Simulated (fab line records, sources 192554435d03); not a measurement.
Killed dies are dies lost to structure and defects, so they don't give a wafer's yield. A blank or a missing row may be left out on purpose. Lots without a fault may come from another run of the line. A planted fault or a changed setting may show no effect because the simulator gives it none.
Split-lot experiment | flow n5_finfet | 7 lots, 21 wafers read, on a route of 1938 steps

THE SPLIT
At N5_SDB_ETCH_25 (etches SiO2 in C4F6/O2, target depth 10 nm, time 3.3 s), the setting time_s was moved away from the recipe's 3.3 s on 6 of the 21 wafers read, by -16.4% to +21.5%. The other wafers ran this setting at the recipe's value.

The reading is taken at the split's own step.

THE READING
etch.depth_nm (the simulator's own value, which no gauge read), in nm, at N5_SDB_ETCH_25 (etches SiO2 in C4F6/O2, target depth 10 nm, time 3.3 s). The file gives no usual value for it. The 15 wafers here that ran the recipe average 9.962 nm, standard deviation 0.18 nm.

wafer  | tool, chamber at the split | time_s as run, s | against the recipe | etch.depth_nm, nm | against lot-mates on the recipe
L075.2 | rie_diel-03, 2             | 3.3              | recipe             | 10.1              | -
L075.4 | rie_diel-03, 3             | 2.759            | -16.4%             | 8.202             | -1.903
L075.5 | rie_diel-03, 2             | 3.3              | recipe             | 10.11             | -
L077.1 | rie_diel-01, 1             | 3.3              | recipe             | 10.27             | -
L077.2 | rie_diel-01, 3             | 3.3              | recipe             | 10.01             | -
L077.3 | rie_diel-01, 2             | 3.3              | recipe             | 10.15             | -
L080.1 | rie_diel-03, 2             | 3.3              | recipe             | 10.04             | -
L080.3 | rie_diel-03, 3             | 3.3              | recipe             | 9.8               | -
L080.6 | rie_diel-03, 0             | 3                | -9.1%              | 8.998             | -0.922
L083.2 | rie_diel-01, 1             | 3.3              | recipe             | 10.19             | -
L083.4 | rie_diel-01, 3             | 3.3              | recipe             | 9.882             | -
L083.5 | rie_diel-01, 3             | 3.3              | recipe             | 9.886             | -
L085.3 | rie_diel-03, 0             | 4.01             | +21.5%             | 11.98             | +2.165
L085.5 | rie_diel-03, 3             | 3.3              | recipe             | 9.815             | -
L085.6 | rie_diel-03, 2             | 4.01             | +21.5%             | 12.25             | +2.435
L090.2 | rie_diel-03, 3             | 3.3              | recipe             | 9.615             | -
L090.5 | rie_diel-03, 2             | 3.773            | +14.3%             | 11.2              | +1.526
L090.6 | rie_diel-03, 1             | 3.3              | recipe             | 9.732             | -
L091.2 | rie_diel-03, 2             | 3.3              | recipe             | 9.959             | -
L091.3 | rie_diel-03, 0             | 3.3              | recipe             | 9.87              | -
L091.4 | rie_diel-03, 1             | 2.962            | -10.2%             | 8.861             | -1.053

THE FIT
A straight line over all 21 wafers: etch.depth_nm changes by +0.101 nm for each +1% of time_s; r = +0.98; the points scatter about the line by 0.17 nm.
The same after taking each lot's own level away (the mean of its wafers on the recipe; 21 wafers): +0.108 nm for each +1%; r = +0.99; scatter 0.1 nm.
On that fit, the largest move of time_s shifts the reading by 2.3 nm.
The lots' own levels span 9.6735 to 10.1433 nm, that is 2.6 times the standard deviation above.
So the lot-to-lot level changes the slope little: the two slopes agree.
Check: with one of the wafers moved furthest among these (+21.5%) left out of the fit, the line predicts +2.39 nm for it against its lot-mates. It came out at +2.17 nm against them.

OTHER SPLITS ON THESE WAFERS
These wafers also went through other splits before the reading. Each is held against what the fit with the lots' levels taken away leaves over:
other split on the same wafers       | wafers away from the commonest value | r with etch.depth_nm (lot level and that fit taken away)
N5_ZERO_LAYER_EXPOSE_08 dose_mj      | 6                                    | +0.02
N5_WELL_APT_COAT_02 spin_rpm         | 10                                   | -0.07
N5_FIN_SAQP_PEB_14 peb_time_s        | 7                                    | +0.28
N5_FIN_SAQP_ETCH_52 source_w         | 5                                    | +0.09
N5_DUMMY_GATE_COAT_28 spin_rpm       | 7                                    | +0.47
N5_SPACER0_ALD_00 ald_cycles         | 9                                    | -0.24
N5_SD_EPI_N_PEB_07 peb_time_s        | 7                                    | -0.05
N5_SD_EPI_P_ETCH_16 target_depth_a   | 4                                    | -0.03
N5_SD_EPI_P_EPI_21 epi_growth_time_s | 6                                    | -0.04

THE FILE'S OWN FIT
etch.depth_nm changes by +0.108 nm for each +1% of time_s, r = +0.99.
